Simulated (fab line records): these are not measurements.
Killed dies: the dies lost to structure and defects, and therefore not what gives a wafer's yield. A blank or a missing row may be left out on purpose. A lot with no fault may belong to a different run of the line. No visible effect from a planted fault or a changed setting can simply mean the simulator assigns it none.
Chamber matching	flow n5 finfet	4 sister chambers for N5_BEOL_M4_ETCH_70 on rie diel-03
The step etches SOC in N2/H2, target depth 80 nm, overetch 24 nm, time 130 s. 4 wafers are shown with their chamber, then 8 later ones without.

## WAFERS PAIRED WITH THEIR CHAMBERS
wafer	chamber	oes product au (a.u.)
L081.6	0	0.50
L082.2	1	0.56
L082.3	2	0.74
L085.2	3	0.51

## WAFERS WITH NO CHAMBER GIVEN
wafer	oes product au (a.u.)
L085.3	0.56
L085.5	0.51
L087.1	0.55
L087.4	0.74
L087.5	0.52
L089.4	0.55
L089.5	0.72
L089.6	0.52

## WHICH CHAMBER EACH WENT THROUGH
wafer	from the rows above	in truth
L085.3	1	1
L085.5	can't be placed: 3 or 0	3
L087.1	1	1
L087.4	2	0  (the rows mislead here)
L087.5	can't be placed: 3 or 0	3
L089.4	1	1
L089.5	2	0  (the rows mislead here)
L089.6	can't be placed: 3 or 0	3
Correctly placed: 3 of 8. Not placeable from these rows: 3 (in 3, the candidates include the true chamber). Number placed wrongly: 2.
How it was worked out, from the rows above alone: a wafer's distance from a chamber is the root of the sum, over the readings, of the square of ((its reading less the chamber's mean) divided by the reading's scatter). The wafer belongs to the nearest chamber; if the next one is less than 2 further off, it can't be placed. For every chamber, the mean is computed from those of its wafers that are shown. The scatter: root of mean squared gap, hidden wafer to nearest shown wafer, with one shown wafer a chamber.
